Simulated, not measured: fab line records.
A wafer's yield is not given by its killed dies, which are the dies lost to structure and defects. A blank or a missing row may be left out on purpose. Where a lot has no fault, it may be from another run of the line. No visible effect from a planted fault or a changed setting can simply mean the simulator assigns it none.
Matching of chambers :: flow n5Finfet :: 3 sister chambers for N5_BEOL_M4_PRE_CLEAN_60 on cvdCo-02
The step time 15 s. 33 wafers are shown with their chamber, then 12 later ones without.

## WAFERS PAIRED WITH THEIR CHAMBERS
wafer: L077.1
chamber: 1
heaterPowerW (W): 52

wafer: L077.4
chamber: 2
heaterPowerW (W): 80

wafer: L077.6
chamber: 1
heaterPowerW (W): 51

wafer: L078.1
chamber: 2
heaterPowerW (W): 82

wafer: L078.2
chamber: 1
heaterPowerW (W): 53

wafer: L078.3
chamber: 0
heaterPowerW (W): 96

wafer: L085.2
chamber: 1
heaterPowerW (W): 53

wafer: L085.4
chamber: 1
heaterPowerW (W): 52

wafer: L085.5
chamber: 2
heaterPowerW (W): 82

wafer: L082.3
chamber: 2
heaterPowerW (W): 83

wafer: L082.4
chamber: 0
heaterPowerW (W): 97

wafer: L082.5
chamber: 2
heaterPowerW (W): 80

wafer: L086.2
chamber: 1
heaterPowerW (W): 53

wafer: L086.4
chamber: 0
heaterPowerW (W): 97

wafer: L086.6
chamber: 2
heaterPowerW (W): 83

wafer: L088.3
chamber: 0
heaterPowerW (W): 97

wafer: L088.4
chamber: 1
heaterPowerW (W): 52

wafer: L088.5
chamber: 0
heaterPowerW (W): 98

wafer: L087.2
chamber: 0
heaterPowerW (W): 99

wafer: L087.3
chamber: 1
heaterPowerW (W): 52

wafer: L087.4
chamber: 1
heaterPowerW (W): 52

wafer: L089.1
chamber: 2
heaterPowerW (W): 83

wafer: L089.3
chamber: 1
heaterPowerW (W): 53

wafer: L089.4
chamber: 1
heaterPowerW (W): 51

wafer: L090.1
chamber: 0
heaterPowerW (W): 98

wafer: L090.2
chamber: 1
heaterPowerW (W): 53

wafer: L090.3
chamber: 2
heaterPowerW (W): 84

wafer: L092.1
chamber: 1
heaterPowerW (W): 52

wafer: L092.4
chamber: 0
heaterPowerW (W): 98

wafer: L092.5
chamber: 2
heaterPowerW (W): 83

wafer: L091.1
chamber: 0
heaterPowerW (W): 97

wafer: L091.2
chamber: 1
heaterPowerW (W): 52

wafer: L091.5
chamber: 0
heaterPowerW (W): 95

SIGNATURES, as means of the wafers listed above
reading: heaterPowerW
chamber 0: 97.20
chamber 1: 52.21
chamber 2: 82.22
scatter within a chamber: 1.06
Rule: a wafer lies at a distance from a chamber equal to the root of the sum of squares, over the readings, of (its reading less the chamber's mean, divided by the reading's scatter). If the next closest chamber is less than 2 further off than the closest, the wafer can't be placed; otherwise it belongs to the closest. The scatter: take each reading less its chamber's mean, square it, sum over the shown wafers, divide by the number of wafers less the number of chambers, and take the root.

## WAFERS MISSING THEIR CHAMBER
wafer: L094.2
heaterPowerW (W): 100

wafer: L094.3
heaterPowerW (W): 52

wafer: L094.5
heaterPowerW (W): 52

wafer: L093.1
heaterPowerW (W): 81

wafer: L093.2
heaterPowerW (W): 53

wafer: L093.5
heaterPowerW (W): 85

wafer: L095.2
heaterPowerW (W): 95

wafer: L095.4
heaterPowerW (W): 101

wafer: L095.6
heaterPowerW (W): 54

wafer: L096.1
heaterPowerW (W): 85

wafer: L096.2
heaterPowerW (W): 53

wafer: L096.6
heaterPowerW (W): 51

## CHAMBER TAKEN BY EACH
wafer: L094.2
from the rows above: 0
in truth: 0

wafer: L094.3
from the rows above: 1
in truth: 1

wafer: L094.5
from the rows above: 1
in truth: 1

wafer: L093.1
from the rows above: 2
in truth: 2

wafer: L093.2
from the rows above: 1
in truth: 1

wafer: L093.5
from the rows above: 2
in truth: 2

wafer: L095.2
from the rows above: 0
in truth: 0

wafer: L095.4
from the rows above: 0
in truth: 0

wafer: L095.6
from the rows above: 1
in truth: 1

wafer: L096.1
from the rows above: 2
in truth: 2

wafer: L096.2
from the rows above: 1
in truth: 1

wafer: L096.6
from the rows above: 1
in truth: 1
Correct placement for 12 of the 12. From these rows, 0 cannot be placed. Placed wrongly: 0.
